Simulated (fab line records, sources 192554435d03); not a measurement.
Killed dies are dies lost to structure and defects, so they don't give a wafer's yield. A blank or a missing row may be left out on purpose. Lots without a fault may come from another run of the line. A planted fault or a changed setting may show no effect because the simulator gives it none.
Which tool did it? | flow n5_finfet | 24 lots, 72 wafers sampled, at 3 steps of a route of 1938

WHAT THE GAUGES READ, wafer by wafer
N5_BEOL_M2_INSPECT_30: inspects for defects (brightfield). Usual: raw_defect_count 427, standard deviation 77.
lot  | measured     | on                | raw_defect_count | flag
L074 | day 6 15:50  | defect_inspect-02 | 529 388 481      |
L075 | day 6 19:55  | defect_inspect-02 | 402 496 396      |
L076 | day 6 23:26  | defect_inspect-02 | 389 361 488      |
L077 | day 7 14:14  | defect_inspect-01 | 517 372 434      |
L078 | day 7 17:26  | defect_inspect-01 | 514 352 467      |
L080 | day 8 02:22  | defect_inspect-02 | 519 362 394      |
L081 | day 8 04:41  | defect_inspect-02 | 402 340 403      |
L079 | day 8 05:43  | defect_inspect-01 | 363 491 461      |
L083 | day 8 21:16  | defect_inspect-02 | 560 336 350      |
L082 | day 9 03:49  | defect_inspect-02 | 317 362 301      |
L084 | day 9 12:45  | defect_inspect-02 | 460 461 345      |
L085 | day 9 18:09  | defect_inspect-02 | 378 480 456      |
L086 | day 9 22:16  | defect_inspect-02 | 358 469 463      |
L087 | day 10 02:06 | defect_inspect-02 | 317 374 377      |
L088 | day 10 14:00 | defect_inspect-02 | 424 483 574      |
L089 | day 10 19:05 | defect_inspect-02 | 438 435 439      |
L090 | day 10 20:22 | defect_inspect-02 | 450 369 402      |
L091 | day 11 11:46 | defect_inspect-02 | 521 427 385      |
L092 | day 11 13:02 | defect_inspect-02 | 401 370 362      |
L093 | day 11 16:43 | defect_inspect-02 | 376 512 420      |
L094 | day 12 08:55 | defect_inspect-02 | 403 345 453      |
L095 | day 12 09:08 | defect_inspect-02 | 409 441 422      |
L096 | day 12 09:31 | defect_inspect-02 | 405 610 442      |
L097 | day 12 10:53 | defect_inspect-02 | 493 606 346      |

N5_BEOL_M2_OCD_MEAS_38. Usual: trench_depth_nm 55.3 nm, standard deviation 1.4.
lot  | measured     | on     | trench_depth_nm (nm) | flag
L074 | day 7 01:41  | ocd-01 | 56.1 55.5 55.5       |
L075 | day 7 08:02  | ocd-02 | 53.8 55.4 54.7       |
L076 | day 7 15:25  | ocd-01 | 56.8 51.8 55.6       |
L077 | day 7 17:28  | ocd-02 | 55.4 56.5 55.5       |
L078 | day 7 21:44  | ocd-02 | 55.6 52.4 56.8       |
L080 | day 8 04:41  | ocd-01 | 54.9 52.5 55.7       |
L081 | day 8 07:17  | ocd-02 | 56.5 55.7 57.0       |
L079 | day 8 16:14  | ocd-02 | 56.3 56.8 52.3       |
L083 | day 9 01:25  | ocd-02 | 55.6 52.4 56.1       |
L082 | day 9 04:36  | ocd-02 | 53.0 55.5 56.0       |
L084 | day 9 19:41  | ocd-02 | 53.0 56.2 56.4       |
L085 | day 9 21:07  | ocd-01 | 57.1 56.2 53.6       |
L086 | day 9 23:32  | ocd-01 | 56.2 53.4 52.6       |
L087 | day 10 08:07 | ocd-02 | 55.5 55.9 55.1       |
L088 | day 10 17:11 | ocd-02 | 55.8 56.3 52.1       |
L089 | day 10 23:01 | ocd-02 | 56.1 51.9 55.4       |
L090 | day 11 01:54 | ocd-02 | 55.6 55.6 54.2       |
L091 | day 11 12:35 | ocd-01 | 56.5 56.2 56.5       |
L092 | day 11 17:08 | ocd-02 | 56.6 51.9 51.6       |
L093 | day 11 22:12 | ocd-02 | 56.2 55.1 55.2       |
L094 | day 12 14:59 | ocd-01 | 55.5 54.6 54.1       |
L095 | day 12 17:02 | ocd-02 | 56.6 57.7 55.8       |
L096 | day 12 17:49 | ocd-01 | 55.8 54.8 56.3       |
L097 | day 12 21:58 | ocd-01 | 57.0 55.0 55.5       |

WHICH TOOL RAN EACH LOT (tool, then ch and the chambers of the sampled wafers, then the start)
lot  | N5_BEOL_M2_ETCH_41
L074 | rie_diel-01 ch 0,3, day 7 01:41 or earlier
L075 | rie_diel-04 ch 1,2,3, day 7 08:02 or earlier
L076 | rie_diel-02 ch 0,1,2, day 7 15:25 or earlier
L077 | rie_diel-01 ch 0,1,2, day 7 17:28 or earlier
L078 | rie_diel-02 ch 1,2,3, day 7 21:44 or earlier
L080 | rie_diel-02 ch 0,2,3, day 8 04:41 or earlier
L081 | rie_diel-02 ch 1,3, day 8 07:17 or earlier
L079 | rie_diel-02 ch 0,1,2, day 8 16:14 or earlier
L083 | rie_diel-02 ch 0,1,2, day 9 01:25 or earlier
L082 | rie_diel-02 ch 0,2,3, day 9 04:36 or earlier
L084 | rie_diel-02 ch 0,1,2, day 9 19:41 or earlier
L085 | rie_diel-02 ch 1,2,3, day 9 21:07 or earlier
L086 | rie_diel-02 ch 2,3, day 9 23:32 or earlier
L087 | rie_diel-01 ch 2,3, day 10 08:07 or earlier
L088 | rie_diel-02 ch 0,2,3, day 10 17:11 or earlier
L089 | rie_diel-02 ch 1,2,3, day 10 23:01 or earlier
L090 | rie_diel-01 ch 0,1,3, day 11 01:54 or earlier
L091 | rie_diel-02 ch 0,1,3, day 11 12:35 or earlier
L092 | rie_diel-02 ch 1,2, day 11 17:08 or earlier
L093 | rie_diel-01 ch 0,1, day 11 22:12 or earlier
L094 | rie_diel-01 ch 2,3, day 12 14:59 or earlier
L095 | rie_diel-01 ch 0,1,3, day 12 17:02 or earlier
L096 | rie_diel-01 ch 0,3, day 12 17:49 or earlier
L097 | rie_diel-01 ch 0,3, day 12 21:58 or earlier
- N5_BEOL_M2_ETCH_41: etches SiCN in CH3F/O2, target depth 29.9 nm, time 52.5 s.

WHAT THE TOOLS THEMSELVES READ (means of the sampled wafers that have a number; where no wafer has one, the mark that the record gives instead)
N5_BEOL_M2_ETCH_41. Usual: drypump_motor_current_A 5.6 A, standard deviation 0.45; oes_product_au 0.77 a.u., standard deviation 0.037; rf_vpp_V 297.1 V, standard deviation 1.5; showerhead_plenum_p_Torr 1.99 Torr, standard deviation 0.072; throttle_valve_pct 16.31 %, standard deviation 0.11.
lot  | tool        | drypump_motor_current_A (A) | oes_product_au (a.u.) | rf_vpp_V (V) | showerhead_plenum_p_Torr (Torr) | throttle_valve_pct (%) | flag
L074 | rie_diel-01 | 6.0                         | 0.76                  | 295.7        | 1.92                            | 16.37                  |
L075 | rie_diel-04 | 5.4                         | 0.82                  | 297.9        | 2.06                            | 16.34                  |
L076 | rie_diel-02 | 5.7                         | 0.78                  | 297.2        | 2.02                            | 16.29                  |
L077 | rie_diel-01 | 5.9                         | 0.79                  | 295.9        | 1.95                            | 16.16                  |
L078 | rie_diel-02 | 5.3                         | 0.79                  | 298.5        | 2.06                            | 16.28                  |
L080 | rie_diel-02 | 5.6                         | 0.81                  | 297.9        | 2.02                            | 16.28                  |
L081 | rie_diel-02 | 5.1                         | 0.80                  | 297.3        | 2.02                            | 16.30                  |
L079 | rie_diel-02 | 5.7                         | 0.78                  | 298.2        | 2.02                            | 16.30                  |
L083 | rie_diel-02 | 5.7                         | 0.77                  | 297.9        | 2.02                            | 16.31                  |
L082 | rie_diel-02 | 5.6                         | 0.79                  | 297.0        | 2.02                            | 16.29                  |
L084 | rie_diel-02 | 5.7                         | 0.76                  | 297.3        | 2.02                            | 16.33                  |
L085 | rie_diel-02 | 5.3                         | 0.78                  | 298.4        | 2.05                            | 16.31                  |
L086 | rie_diel-02 | 5.5                         | 0.78                  | 299.0        | 2.08                            | 16.30                  |
L087 | rie_diel-01 | 5.5                         | 0.77                  | 297.3        | 1.97                            | 16.24                  |
L088 | rie_diel-02 | 5.6                         | 0.78                  | 297.8        | 2.01                            | 16.32                  |
L089 | rie_diel-02 | 5.3                         | 0.78                  | 298.8        | 2.05                            | 16.32                  |
L090 | rie_diel-01 | 5.8                         | 0.76                  | 295.3        | 1.92                            | 16.38                  |
L091 | rie_diel-02 | 5.4                         | 0.78                  | 296.7        | 1.98                            | 16.34                  |
L092 | rie_diel-02 | 5.6                         | 0.74                  | 298.6        | 2.08                            | 16.34                  |
L093 | rie_diel-01 | 5.9                         | 0.77                  | 295.9        | 1.93                            | 16.27                  |
L094 | rie_diel-01 | 5.5                         | 0.75                  | 296.8        | 1.96                            | 16.27                  |
L095 | rie_diel-01 | 5.8                         | 0.74                  | 294.6        | 1.92                            | 16.41                  |
L096 | rie_diel-01 | 5.7                         | 0.74                  | 296.0        | 1.91                            | 16.52                  |
L097 | rie_diel-01 | 5.9                         | 0.73                  | 295.9        | 1.91                            | 16.47                  |

THE ANSWER, worked out from the rows above alone
Rule: a lot is off if the mean of its wafers that have a number lies more than 3 standard deviations from the usual mean. A lot without any number at a reading at which 4 lots or more have one is off too. The other lots that the step has rows for count as sound. The gauges are gone through in route order, then the tools' own readings, and for those a lot's mean is taken as printed above. The first step at which some lot is off is used, and at that step the reading that is off furthest; a lot without a number counts as furthest.
No lot is off at any reading shown: from this, nothing can be told.

WHAT THE SIMULATOR HAD PUT IN
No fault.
